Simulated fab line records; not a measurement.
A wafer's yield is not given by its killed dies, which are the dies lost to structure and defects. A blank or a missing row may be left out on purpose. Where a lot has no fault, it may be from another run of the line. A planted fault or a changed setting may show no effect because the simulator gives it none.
Split-lot trial || flow n5 finfet || 39 wafers read from 7 lots, route of 1938 steps

ABOUT THE SPLIT
At N5_GATE_CUT_ETCH_37 (etches SOC in N2/H2, target depth 60 nm, overetch 12 nm, time 90 s), the setting bias w was moved away from the recipe's 150 W on 15 of the 39 wafers read, by -16.9% to +5.0%. The other wafers ran this setting at the recipe's value.

Reading taken at the split's own step.

THE READING
rf vpp V, in V, at N5_GATE_CUT_ETCH_37 (etches SOC in N2/H2, target depth 60 nm, overetch 12 nm, time 90 s). A value of 522.7 V with a standard deviation of 1.6 V is what fault-free wafers of this fab line usually give.

{"wafer": "L081.1", "tool, chamber at the split": "rie diel-01, 1", "bias w as run, W": 124.6, "against the recipe": "-16.9%", "rf vpp V, V": 462.6, "against lot-mates on the recipe": -61.1}
{"wafer": "L081.2", "tool, chamber at the split": "rie diel-01, 3", "bias w as run, W": 124.6, "against the recipe": "-16.9%", "rf vpp V, V": 464.9, "against lot-mates on the recipe": -58.8}
{"wafer": "L081.3", "tool, chamber at the split": "rie diel-01, 2", "bias w as run, W": 150, "against the recipe": "recipe", "rf vpp V, V": 523.0, "against lot-mates on the recipe": "-"}
{"wafer": "L081.4", "tool, chamber at the split": "rie diel-01, 2", "bias w as run, W": 150, "against the recipe": "recipe", "rf vpp V, V": 522.5, "against lot-mates on the recipe": "-"}
{"wafer": "L081.5", "tool, chamber at the split": "rie diel-01, 3", "bias w as run, W": 150, "against the recipe": "recipe", "rf vpp V, V": 525.7, "against lot-mates on the recipe": "-"}
{"wafer": "L081.6", "tool, chamber at the split": "rie diel-01, 1", "bias w as run, W": 124.6, "against the recipe": "-16.9%", "rf vpp V, V": 463.9, "against lot-mates on the recipe": -59.8}
{"wafer": "L083.1", "tool, chamber at the split": "rie diel-03, 3", "bias w as run, W": 150, "against the recipe": "recipe", "rf vpp V, V": 519.4, "against lot-mates on the recipe": "-"}
{"wafer": "L083.2", "tool, chamber at the split": "rie diel-03, 0", "bias w as run, W": 150, "against the recipe": "recipe", "rf vpp V, V": 524.1, "against lot-mates on the recipe": "-"}
{"wafer": "L083.3", "tool, chamber at the split": "rie diel-03, 2", "bias w as run, W": 150, "against the recipe": "recipe", "rf vpp V, V": 522.1, "against lot-mates on the recipe": "-"}
{"wafer": "L083.4", "tool, chamber at the split": "rie diel-03, 1", "bias w as run, W": 150, "against the recipe": "recipe", "rf vpp V, V": 522.0, "against lot-mates on the recipe": "-"}
{"wafer": "L083.5", "tool, chamber at the split": "rie diel-03, 2", "bias w as run, W": 150, "against the recipe": "recipe", "rf vpp V, V": 524.4, "against lot-mates on the recipe": "-"}
{"wafer": "L083.6", "tool, chamber at the split": "rie diel-03, 3", "bias w as run, W": 150, "against the recipe": "recipe", "rf vpp V, V": 520.5, "against lot-mates on the recipe": "-"}
{"wafer": "L085.1", "tool, chamber at the split": "rie diel-03, 1", "bias w as run, W": 139.3, "against the recipe": "-7.1%", "rf vpp V, V": 500.1, "against lot-mates on the recipe": -23.2}
{"wafer": "L085.2", "tool, chamber at the split": "rie diel-03, 0", "bias w as run, W": 150, "against the recipe": "recipe", "rf vpp V, V": 526.1, "against lot-mates on the recipe": "-"}
{"wafer": "L085.3", "tool, chamber at the split": "rie diel-03, 3", "bias w as run, W": 150, "against the recipe": "recipe", "rf vpp V, V": 519.7, "against lot-mates on the recipe": "-"}
{"wafer": "L085.4", "tool, chamber at the split": "rie diel-03, 2", "bias w as run, W": 139.3, "against the recipe": "-7.1%", "rf vpp V, V": 500.0, "against lot-mates on the recipe": -23.3}
{"wafer": "L085.5", "tool, chamber at the split": "rie diel-03, 3", "bias w as run, W": 139.3, "against the recipe": "-7.1%", "rf vpp V, V": 496.6, "against lot-mates on the recipe": -26.7}
{"wafer": "L085.6", "tool, chamber at the split": "rie diel-03, 2", "bias w as run, W": 150, "against the recipe": "recipe", "rf vpp V, V": 524.1, "against lot-mates on the recipe": "-"}
{"wafer": "L088.1", "tool, chamber at the split": "rie diel-03, 3", "bias w as run, W": 150, "against the recipe": "recipe", "rf vpp V, V": 519.9, "against lot-mates on the recipe": "-"}
{"wafer": "L088.2", "tool, chamber at the split": "rie diel-03, 2", "bias w as run, W": 150, "against the recipe": "recipe", "rf vpp V, V": 523.7, "against lot-mates on the recipe": "-"}
{"wafer": "L088.5", "tool, chamber at the split": "rie diel-03, 1", "bias w as run, W": 150, "against the recipe": "recipe", "rf vpp V, V": 522.7, "against lot-mates on the recipe": "-"}
{"wafer": "L093.1", "tool, chamber at the split": "rie diel-03, 0", "bias w as run, W": 150, "against the recipe": "recipe", "rf vpp V, V": 524.5, "against lot-mates on the recipe": "-"}
{"wafer": "L093.2", "tool, chamber at the split": "rie diel-03, 2", "bias w as run, W": 140.1, "against the recipe": "-6.6%", "rf vpp V, V": 501.3, "against lot-mates on the recipe": -20.7}
{"wafer": "L093.3", "tool, chamber at the split": "rie diel-03, 3", "bias w as run, W": 150, "against the recipe": "recipe", "rf vpp V, V": 519.4, "against lot-mates on the recipe": "-"}
{"wafer": "L093.4", "tool, chamber at the split": "rie diel-03, 1", "bias w as run, W": 150, "against the recipe": "recipe", "rf vpp V, V": 522.2, "against lot-mates on the recipe": "-"}
{"wafer": "L093.5", "tool, chamber at the split": "rie diel-03, 2", "bias w as run, W": 140.1, "against the recipe": "-6.6%", "rf vpp V, V": 501.6, "against lot-mates on the recipe": -20.4}
{"wafer": "L093.6", "tool, chamber at the split": "rie diel-03, 1", "bias w as run, W": 140.1, "against the recipe": "-6.6%", "rf vpp V, V": 500.3, "against lot-mates on the recipe": -21.7}
{"wafer": "L096.1", "tool, chamber at the split": "rie diel-01, 3", "bias w as run, W": 150, "against the recipe": "recipe", "rf vpp V, V": 522.5, "against lot-mates on the recipe": "-"}
{"wafer": "L096.2", "tool, chamber at the split": "rie diel-01, 0", "bias w as run, W": 150, "against the recipe": "recipe", "rf vpp V, V": 523.0, "against lot-mates on the recipe": "-"}
{"wafer": "L096.3", "tool, chamber at the split": "rie diel-01, 1", "bias w as run, W": 150, "against the recipe": "recipe", "rf vpp V, V": 521.3, "against lot-mates on the recipe": "-"}
{"wafer": "L096.4", "tool, chamber at the split": "rie diel-01, 2", "bias w as run, W": 133.1, "against the recipe": "-11.3%", "rf vpp V, V": 483.8, "against lot-mates on the recipe": -38.5}
{"wafer": "L096.5", "tool, chamber at the split": "rie diel-01, 1", "bias w as run, W": 133.1, "against the recipe": "-11.3%", "rf vpp V, V": 484.9, "against lot-mates on the recipe": -37.4}
{"wafer": "L096.6", "tool, chamber at the split": "rie diel-01, 0", "bias w as run, W": 133.1, "against the recipe": "-11.3%", "rf vpp V, V": 486.0, "against lot-mates on the recipe": -36.3}
{"wafer": "L097.1", "tool, chamber at the split": "rie diel-06, 0", "bias w as run, W": 150, "against the recipe": "recipe", "rf vpp V, V": 521.4, "against lot-mates on the recipe": "-"}
{"wafer": "L097.2", "tool, chamber at the split": "rie diel-06, 3", "bias w as run, W": 150, "against the recipe": "recipe", "rf vpp V, V": 519.8, "against lot-mates on the recipe": "-"}
{"wafer": "L097.3", "tool, chamber at the split": "rie diel-06, 2", "bias w as run, W": 157.5, "against the recipe": "+5.0%", "rf vpp V, V": 538.9, "against lot-mates on the recipe": "+16.9"}
{"wafer": "L097.4", "tool, chamber at the split": "rie diel-06, 2", "bias w as run, W": 150, "against the recipe": "recipe", "rf vpp V, V": 524.7, "against lot-mates on the recipe": "-"}
{"wafer": "L097.5", "tool, chamber at the split": "rie diel-06, 0", "bias w as run, W": 157.5, "against the recipe": "+5.0%", "rf vpp V, V": 537.6, "against lot-mates on the recipe": "+15.6"}
{"wafer": "L097.6", "tool, chamber at the split": "rie diel-06, 3", "bias w as run, W": 157.5, "against the recipe": "+5.0%", "rf vpp V, V": 537.3, "against lot-mates on the recipe": "+15.3"}

THE FIT
A straight line over all 39 wafers: rf vpp V changes by +3.38 V for each +1% of bias w; r = +1.00; the points scatter about the line by 1.8 V.
The same after taking each lot's own level away (the mean of its wafers on the recipe; 39 wafers): +3.43 V for each +1%; r = +1.00; scatter 1.8 V.
That fit puts the effect of the largest move of bias w on the reading at 58 V.
The lots' own levels span 521.97 to 523.73 V, that is 1.1 times the standard deviation above.
So the lot-to-lot level changes the slope little: the two slopes agree.
Check: with one of the wafers moved furthest among these (-16.9%) left out of the fit, the line predicts -57.4 V for it against its lot-mates. Against them it came out at -61.1 V.
Tool readings at the split's step, against how far the setting was moved: rf vpp V r = +1.00.

THE OTHER SPLITS THESE WAFERS WENT THROUGH
Before the reading, these wafers also passed through other splits. Each is held against what the fit with the lots' levels taken away leaves over:
{"other split on the same wafers": "N5_DUMMY_GATE_ETCH_37 source w", "wafers away from the commonest value": 12, "r with rf vpp V (lot level and that fit taken away)": "+0.18"}
{"other split on the same wafers": "N5_DUMMY_GATE_ETCH_32 time s", "wafers away from the commonest value": 15, "r with rf vpp V (lot level and that fit taken away)": "+0.27"}
{"other split on the same wafers": "N5_SD_EPI_P_EPI_21 pressure torr", "wafers away from the commonest value": 33, "r with rf vpp V (lot level and that fit taken away)": "+0.04"}

THE WHOLE CHAIN: every reading that the file lists as answering this split, in the file's order
{"step": "N5_GATE_CUT_ETCH_37", "what it does": "etches SOC in N2/H2, target depth 60 nm, overetch 12 nm, time 90 s", "reading": "rf vpp V", "change (the file's fit)": "+3.43 V for each +1% of the setting", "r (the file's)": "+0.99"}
{"step": "N5_GATE_CUT_ETCH_37", "what it does": "etches SOC in N2/H2, target depth 60 nm, overetch 12 nm, time 90 s", "reading": "SiARC_of_GATE_CUT_COAT_35.thk nm (the simulator's own value, which no gauge read)", "change (the file's fit)": "-0.0614 nm for each +1% of the setting", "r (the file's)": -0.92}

THE FILE'S OWN FIT
rf vpp V changes by +3.43 V for each +1% of bias w, r = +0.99.
